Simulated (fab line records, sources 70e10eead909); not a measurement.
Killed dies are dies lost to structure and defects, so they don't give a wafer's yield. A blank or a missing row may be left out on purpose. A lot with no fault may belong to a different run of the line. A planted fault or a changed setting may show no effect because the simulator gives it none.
fab line records | flow nand-harc
record lots=7 wafers=20 last-day=33
route steps=1302 shown A_ONON_D1@445 A_CHANNEL_HOLE_D1@450 END@1302
lots untouched by any fault: they come from a run of this same line in which no faults occurred
start-h: hours from the record's opening day to when the first of the lot's shown wafers began | wait-h: hours since the lot's step before | " as in the row above | L1.1+2: a row that stands for several wafers | - no value, or no start given | * or withheld: withheld | < > ~ a bound
route shown NAME@n: NAME is a module with steps in the file, n the number in the route of the first one | usual: mean/standard deviation taken from wafers without a fault | same: alike in all rows | chamber/n: place in a boat | sites: the reading at each site | _std_site: how widely they spread, as a standard deviation | _edge_site: the outer-site mean with the inner-site mean subtracted | radius-mm: for every site, how far away it sits from the centre of the wafer | mask NAME#n: copy n | behind: tool/chamber where the wafer was last shaped | hold: reason for holding the lot/hours on hold/outcome of the hold | device: the n, p or np transistor that did not switch | end of line: the tests these same wafers got at the end of their route | a step with no rows: only its recipe | killed: at the first sort, the dies lost to defects and structure; wafer yield is something else | map: the dies of a wafer, with x for killed, . for not killed, _ for no die there
set.NAME: the setting the step ran with; set.NAME@STEP: the setting that earlier step ran with | model.NAME: the simulator's own value behind a step, which no gauge read
lots at some steps of the route; a table a step, a row a wafer
services: the hour from which a tool's chamber was out of use, counted from the record's first day as start-h (under 0 if before that day), plus the number of hours and why
## steps
# step NHARC_A_ONON_D1_THK_MEAS_30
# recipe thk-meas-gauge=ellipsometry
# usual thk-nm=1002/12
# columns lot.wafer tool chamber start-h wait-h thk-nm
L936.2 film-metro-01 - 271.47 - 1023
L936.4 " - " " 1021
L936.5 " - " " 1023
L937.3 film-metro-01 - 278.57 - 998
L937.6 " - " " 997
L940.1 film-metro-01 - 306.36 - 1003
L940.2 " - " " 1003
L940.5 " - " " 1004
L944.2 film-metro-02 - 357.22 - 997
L944.3 " - " " 997
L944.6 " - " " 994
L947.1 film-metro-02 - 371.34 - 973
L947.2 " - " " 976
L947.4 " - " " 974
L946.2 film-metro-01 - 371.34 - 988
L946.3 " - " " 990
L946.6 " - " " 987
L950.3 film-metro-02 - 403.29 - 1006
L950.4 " - " " 1007
L950.5 " - " " 1007
# step NHARC_A_ONON_D1_DEP_33
# recipe target-thk-a=2000 temp-c=400 pressure-torr=6.5 rf-w=900 teos-flow-sccm=161.4 flow-sccm=2650 target-thk-nm=200 gas=O2 material=SiO2
# usual flow-sccm=2651/8.4 heater-power-outer-w=292/58 heater-power-w=555/100 mfc-precursor-sccm=161.4/0.49 susceptor-temp-C=400.02/0.24 throttle-valve-pct=16.0/0.8
# columns lot.wafer tool chamber start-h wait-h flow-sccm heater-power-outer-w heater-power-w mfc-precursor-sccm susceptor-temp-C throttle-valve-pct
L936.2 pecvd-02 1 271.53 0.1 2658 319 598 161.4 400.12 14.9
L936.4 " 1 " " 2667 319 601 161.7 400.60 15.0
L936.5 " 0 " " 2659 298 543 161.5 400.01 15.1
L937.3 pecvd-01 2 278.71 0.1 2661 180 393 161.3 400.46 16.6
L937.6 " 2 " " 2666 192 412 161.6 400.03 16.1
L940.2 pecvd-01 0 306.42 0.1 2650 402 749 162.3 399.82 17.0
L940.1 " 1 " " 2640 260 519 161.6 400.00 16.0
L940.5 " 2 " " 2649 265 504 161.4 399.98 16.8
L944.3 pecvd-01 2 357.28 0.1 2657 186 400 161.6 400.10 16.4
L944.2 " 0 " " 2649 310 630 161.8 399.98 17.2
L944.6 " 2 " " 2647 197 412 160.7 400.20 16.8
L947.2 pecvd-01 2 371.40 0.1 2658 205 419 161.5 399.94 17.0
L947.1 " 0 " " 2633 393 772 161.1 399.91 16.8
L947.4 " 1 " " 2647 235 470 162.3 399.95 16.1
L946.3 pecvd-02 2 371.55 0.2 2650 276 523 162.0 400.14 15.7
L946.2 " 1 " " 2642 341 636 161.9 399.93 15.1
L946.6 " 0 " " 2664 294 522 161.5 400.08 15.0
L950.3 pecvd-02 2 403.39 0.1 2650 210 425 162.0 400.02 15.3
L950.5 " 2 " " 2655 221 450 162.6 400.28 15.5
L950.4 " 0 " " 2657 287 514 160.8 399.85 15.1
# step NHARC_A_ONON_D1_THK_MEAS_34
# recipe thk-meas-gauge=ellipsometry
# usual thk-nm=200.2/2.4
# columns lot.wafer tool chamber start-h wait-h thk-nm
L936.2 film-metro-01 - 271.95 - 197.0
L936.4 " - " " 197.4
L936.5 " - " " 197.2
L937.3 film-metro-01 - 279.03 - 197.1
L937.6 " - " " 202.8
L940.1 film-metro-01 - 306.84 - 199.9
L940.2 " - " " 197.7
L940.5 " - " " 201.3
L944.2 film-metro-02 - 357.70 - 202.3
L944.3 " - " " 202.2
L944.6 " - " " 201.4
L947.1 film-metro-01 - 371.81 - 203.4
L947.2 " - " " 200.6
L947.4 " - " " 205.0
L946.2 film-metro-01 - 371.97 - 198.8
L946.3 " - " " 198.5
L946.6 " - " " 202.8
L950.3 film-metro-02 - 403.76 - 197.1
L950.4 " - " " 201.7
L950.5 " - " " 201.7
# step NHARC_A_ONON_D1_INSPECT_32
# usual raw-defect-count=70/25
# columns lot.wafer tool chamber start-h wait-h raw-defect-count
L936.2 defect-inspect-01 - 272.01 0.0 89
L936.4 " - " " 70
L936.5 " - " " 109
L937.3 defect-inspect-02 - 279.10 0.0 113
L937.6 " - " " 145
L940.1 defect-inspect-01 - 306.93 0.0 80
L940.2 " - " " 59
L940.5 " - " " 81
L944.2 defect-inspect-01 - 357.76 0.0 35
L944.3 " - " " 54
L944.6 " - " " 65
L947.1 defect-inspect-01 - 371.90 0.0 45
L947.2 " - " " 48
L947.4 " - " " 44
L946.2 defect-inspect-02 - 372.03 0.0 89
L946.3 " - " " 62
L946.6 " - " " 155
L950.3 defect-inspect-01 - 403.82 0.0 57
L950.4 " - " " 62
L950.5 " - " " 81
# step NHARC_A_CHANNEL_HOLE_D1_DEP_00
# recipe target-thk-a=31000 temp-c=400 material=aC
# usual susceptor-temp-C=400.10/0.21 throttle-valve-pct=35.000/0.009
# columns lot.wafer tool chamber start-h wait-h susceptor-temp-C throttle-valve-pct
L936.2 acl-dep-01 0 273.26 1.2 400.05 34.983
L936.4 " 0 " " 400.28 35.000
L936.5 " 0 " " 400.02 34.996
L937.3 acl-dep-03 0 279.79 0.7 400.13 34.990
L937.6 " 0 " " 400.07 34.994
L940.1 acl-dep-02 0 307.13 0.2 400.10 35.010
L940.2 " 0 " " 400.12 35.001
L940.5 " 0 " " 399.67 35.001
L944.2 acl-dep-03 0 358.14 0.4 400.35 35.005
L944.3 " 0 " " 400.23 34.992
L944.6 " 0 " " 400.38 34.987
L947.1 acl-dep-02 0 371.96 0.1 400.04 35.010
L947.2 " 0 " " 399.98 35.005
L947.4 " 0 " " 400.14 34.998
L946.2 acl-dep-03 0 373.02 1.0 400.03 34.994
L946.3 " 0 " " 400.05 35.014
L946.6 " 0 " " 399.99 35.018
L950.3 acl-dep-01 0 406.46 2.6 400.11 35.004
L950.4 " 0 " " 400.77 34.996
L950.5 " 0 " " 400.43 35.000
# step NHARC_A_CHANNEL_HOLE_D1_DEP_01
# recipe target-thk-a=1400 target-thk-nm=140 temp-c=400 pressure-torr=3.5 flow-sccm=200 rf-w=350 material=SiON
# usual heater-power-outer-w=454/54 heater-power-w=741/67 susceptor-temp-C=400.04/0.23
# columns lot.wafer tool chamber start-h wait-h heater-power-outer-w heater-power-w susceptor-temp-C
L936.2 pecvd-02 0 274.99 1.4 436 686 400.44
L936.5 " 2 " " 451 747 399.67
L936.4 " 0 " " 456 711 399.93
L937.3 pecvd-02 1 281.14 1.0 472 800 399.95
L937.6 " 0 " " 454 732 400.11
L940.2 pecvd-03 1 309.07 1.3 486 786 399.99
L940.1 " 2 " " 474 707 399.93
L940.5 " 1 " " 480 814 400.05
L944.2 pecvd-02 2 359.75 1.3 359 649 399.96
L944.3 " 1 " " 466 783 399.67
L944.6 " 1 " " 455 777 400.29
L947.1 pecvd-02 1 373.94 1.7 497 830 400.26
L947.2 " 0 " " 439 728 400.37
L947.4 " 0 " " 460 711 400.19
L946.3 pecvd-02 0 374.62 1.0 431 701 399.99
L946.2 " 2 " " 442 734 400.33
L946.6 " 2 " " 458 750 399.92
L950.3 pecvd-03 0 407.79 1.0 349 610 399.84
L950.4 " 0 " " 353 601 399.83
L950.5 " 1 " " 443 727 400.50
# step NHARC_A_CHANNEL_HOLE_D1_DEHYDRATE_02
# recipe temp-c=150 time-s=120
# step NHARC_A_CHANNEL_HOLE_D1_HMDS_03
# recipe time-s=30
# step NHARC_A_CHANNEL_HOLE_D1_COAT_36
# recipe temp-c=260 time-s=75
# step NHARC_A_CHANNEL_HOLE_D1_COAT_37
# recipe temp-c=225 time-s=65
# step NHARC_A_CHANNEL_HOLE_D1_COAT_04
# recipe spin-rpm=1500 resist-thk-nm=90
# step NHARC_A_CHANNEL_HOLE_D1_SOFTBAKE_05
# recipe temp-c=105 time-s=55
# usual chill-plate-temp-C=22.99/0.1 heater-power-total-W=188.43/0.13
# columns lot.wafer tool chamber start-h wait-h chill-plate-temp-C heater-power-total-W
L936.2 litho-track-01 0 275 - 22.88 188.45
L936.4 " 0 " " 22.96 188.66
L936.5 " 0 " " 23.08 194.24
L937.3 litho-track-01 0 281 - 22.89 188.41
L937.6 " 0 " " 22.97 194.28
L940.1 litho-track-01 0 309 - 22.88 188.40
L940.2 " 0 " " 22.99 188.46
L940.5 " 0 " " 22.87 194.30
L944.2 litho-track-04 0 360 - 23.00 188.33
L944.3 " 0 " " 23.09 188.60
L944.6 " 0 " " 23.18 188.42
L947.1 litho-track-06 0 374 - 22.75 188.38
L947.2 " 0 " " 23.10 188.39
L947.4 " 0 " " 22.95 188.27
L946.2 litho-track-01 0 374 - 22.94 188.31
L946.3 " 0 " " 22.97 188.75
L946.6 " 0 " " 22.98 188.46
L950.3 litho-track-06 0 408 - 22.81 188.55
L950.4 " 0 " " 22.85 188.30
L950.5 " 0 " " 22.91 188.40
# step NHARC_A_CHANNEL_HOLE_D1_EBR_06
# step NHARC_END_SORT_01
# recipe temp-c=25
# usual killed-at-array=57/20 killed-at-other=1.0/1.5 killed-at-periphery=3.5/2.5 killed-dies=62/21 killed-open=3.5/1.9 killed-short=2.4/1.6
# same gross-dies=677
# columns lot.wafer tool chamber start-h wait-h killed-at-array killed-at-other killed-at-periphery killed-dies killed-open killed-short
L937.3 prober-01 0 668.69 3.1 50 2 2 54 4 4
L937.6 prober-01 0 671.10 4.0 41 0 1 42 4 1
L946.2 prober-01 0 773.62 2.8 34 1 5 40 2 2
L946.3 prober-01 0 774.41 3.1 35 1 1 37 3 0
L946.6 prober-01 0 776.79 4.0 32 0 1 33 6 2
# killed by level:class
L937.3 A_SLIT:chamber-film-flake=30 A_CHANNEL_HOLE_D1:chamber-film-flake=4 A_CHANNEL_FILL_D1:geometric-particle:open=2 A_WL_FILL:geometric-particle:short=2 A_CHANNEL_HOLE_D2:chamber-film-flake=2 A_STAIRCASE:chamber-film-flake=2 THIN_TSV:chamber-film-flake=2 A_WL_FILL:chamber-film-flake=2
L937.6 A_SLIT:chamber-film-flake=32 P_M0:geometric-particle:open=1 A_DECK1_JOINT:geometric-particle:open=1 A_CHANNEL_FILL_D2:geometric-particle:open=1 A_WL_FILL:geometric-particle:open=1 A_CONTACT:geometric-particle:short=1 A_CHANNEL_HOLE_D2:chamber-film-flake=1 A_STAIRCASE:chamber-film-flake=1
L946.2 A_CHANNEL_HOLE_D1:chamber-film-flake=17 A_SLIT:chamber-film-flake=11 A_CONTACT:chamber-film-flake=4 P_ZERO_WELL:chamber-film-flake=2 P_ZERO_WELL:geometric-particle:short=1 P_M2:geometric-particle:open=1 A_WL_FILL:geometric-particle:short=1 A_WL_FILL:geometric-particle:open=1
L946.3 A_CHANNEL_HOLE_D1:chamber-film-flake=17 A_SLIT:chamber-film-flake=5 A_CONTACT:chamber-film-flake=4 A_STAIRCASE:chamber-film-flake=3 A_CHANNEL_FILL_D1:geometric-particle:open=1 A_SGD_CUT:geometric-particle:open=1 A_CONTACT:geometric-particle:open=1 P_ZERO_WELL:chamber-film-flake=1
L946.6 A_CHANNEL_HOLE_D1:chamber-film-flake=12 A_SLIT:chamber-film-flake=8 A_CONTACT:chamber-film-flake=4 A_WL_FILL:geometric-particle:open=2 P_STI:geometric-particle:open=1 A_ONON_D1:geometric-particle:open=1 A_CHANNEL_FILL_D1:geometric-particle:short=1 A_CHANNEL_HOLE_D2:geometric-particle:open=1
## services
# columns tool chamber start-h hours kind
pecvd-03 1 265.51 6.9 repair
pecvd-01 - 268.21 2.4 repair
pecvd-02 - 285.18 0.6 repair
acl-dep-03 - 303.19 13.0 pm
pecvd-01 0 306.66 12.2 repair
pecvd-01 - 311.19 13.0 pm
pecvd-01 1 311.19 13.0 vent-cycle
pecvd-01 2 311.19 13.0 vent-cycle
pecvd-01 0 324.19 - clean
pecvd-01 1 324.19 - clean
pecvd-01 2 324.19 - clean
pecvd-01 2 327.54 4.1 repair
litho-track-01 - 330.00 7.0 pm
litho-track-06 - 354.00 7.0 pm
pecvd-03 - 366.24 13.0 pm
pecvd-03 0 366.24 13.0 vent-cycle
pecvd-03 1 366.24 13.0 vent-cycle
pecvd-03 2 366.24 13.0 vent-cycle
acl-dep-01 - 369.59 13.0 pm
litho-track-04 - 378.00 7.0 pm
pecvd-03 0 379.24 - clean
pecvd-03 1 379.24 - clean
pecvd-03 2 379.24 - clean
## key
first-sign step=NHARC_A_CHANNEL_HOLE_D1_SOFTBAKE_05 reading=heater-power-total-W direction=up sigmas=45 usual=* struck=*
effect none on later readings
met-at NHARC_A_CHANNEL_HOLE_D1_SOFTBAKE_05
struck-wafers L936.5,L937.6,L940.5
tester-left-out L936,L937,L940
fault kind=process-parameter-drift tool=litho-track-01 chamber=- onset-h=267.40 steps=NHARC_A_CHANNEL_HOLE_D1_SOFTBAKE_05 channel=time-s offset=* shape=step end-h=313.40 scope=struck-wafers-only acts-in=* stated=*
# tester-left-out: of these lots the tester's yield and bins aren't shown, on N5 and GAA mostly nor the transistor test; their killed dies are dies lost to structure and defects alone, not to doping, threshold or leakage, so they don't give the yield
